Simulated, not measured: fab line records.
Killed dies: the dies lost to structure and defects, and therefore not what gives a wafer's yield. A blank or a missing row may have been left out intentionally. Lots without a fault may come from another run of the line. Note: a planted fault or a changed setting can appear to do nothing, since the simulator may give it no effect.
Which tool was responsible? :: flow nand_harc :: Sampling: 12 lots, 36 wafers, 2 of 1302 route steps

WHAT THE GAUGES SHOWED, per wafer
NHARC_A_CONTACT_INSPECT_71.
lot: L074
measured: day 21 22:49
on: defect_inspect-02
raw_defect_count: 114 122 105

lot: L078
measured: day 23 13:53
on: defect_inspect-01
raw_defect_count: 110 127 114

lot: L079
measured: day 24 03:23
on: defect_inspect-01
raw_defect_count: 122 93 106

lot: L082
measured: day 25 09:39
on: defect_inspect-02
raw_defect_count: 68 75 74

lot: L083
measured: day 25 17:39
on: defect_inspect-02
raw_defect_count: 68 72 78

lot: L087
measured: day 26 13:03
on: defect_inspect-01
raw_defect_count: 134 141 138

lot: L085
measured: day 26 23:40
on: defect_inspect-02
raw_defect_count: 84 72 85

lot: L089
measured: day 28 09:14
on: defect_inspect-02
raw_defect_count: 58 72 64

lot: L088
measured: day 28 21:19
on: defect_inspect-01
raw_defect_count: 118 96 84

lot: L092
measured: day 29 17:59
on: defect_inspect-02
raw_defect_count: 62 65 73

lot: L096
measured: day 30 22:04
on: defect_inspect-02
raw_defect_count: 58 70 57

lot: L097
measured: day 31 10:02
on: defect_inspect-01
raw_defect_count: 76 62 50

EACH LOT AND THE TOOL THAT RAN IT (in order: tool; ch and the chambers of the sampled wafers; start)
lot: L074
NHARC_A_CONTACT_ETCH_96: rie_diel-01 ch 2,3, day 21 22:49 or earlier

lot: L078
NHARC_A_CONTACT_ETCH_96: rie_diel-05 ch 0,1,3, day 23 13:53 or earlier

lot: L079
NHARC_A_CONTACT_ETCH_96: rie_diel-01 ch 0,1,3, day 23 22:09

lot: L082
NHARC_A_CONTACT_ETCH_96: rie_diel-01 ch 1,2,3, day 25 09:39 or earlier

lot: L083
NHARC_A_CONTACT_ETCH_96: rie_diel-01 ch 0,1,3, day 25 17:39 or earlier

lot: L087
NHARC_A_CONTACT_ETCH_96: rie_diel-01 ch 0,3, day 26 13:03 or earlier

lot: L085
NHARC_A_CONTACT_ETCH_96: rie_diel-01 ch 1,2,3, day 26 23:40 or earlier

lot: L089
NHARC_A_CONTACT_ETCH_96: rie_diel-05 ch 1,2,3, day 28 09:14 or earlier

lot: L088
NHARC_A_CONTACT_ETCH_96: rie_diel-01 ch 0,1,2, day 28 21:19 or earlier

lot: L092
NHARC_A_CONTACT_ETCH_96: rie_diel-01 ch 0,1, day 29 17:59 or earlier

lot: L096
NHARC_A_CONTACT_ETCH_96: rie_diel-01 ch 0,2,3, day 30 22:04 or earlier

lot: L097
NHARC_A_CONTACT_ETCH_96: rie_diel-11 ch 0,3, day 31 10:02 or earlier
- NHARC_A_CONTACT_ETCH_96: etches the open film in C4F6/O2, target depth 20 nm, time 10 s.

THE ANSWER, worked out from the rows above alone
Rule: the usual values come from the lots themselves. Put in order of their means at a reading, lots are off if they are a third of the lots or fewer, leave a main group of 4 or more, and stand apart from it by a gap of 3 or more times the standard deviation of the main group's means; of several such gaps the widest counts. A main group is skipped when, at the precision printed for the reading in the tables above, its means are all equal. Also off: a lot with no number at a reading for which 4 or more lots have one. Where the step has rows for the other lots, those lots are counted as sound.
Across all readings shown, no lot is off: no conclusion can be drawn from this.

WHAT HAD BEEN PUT IN BY THE SIMULATOR
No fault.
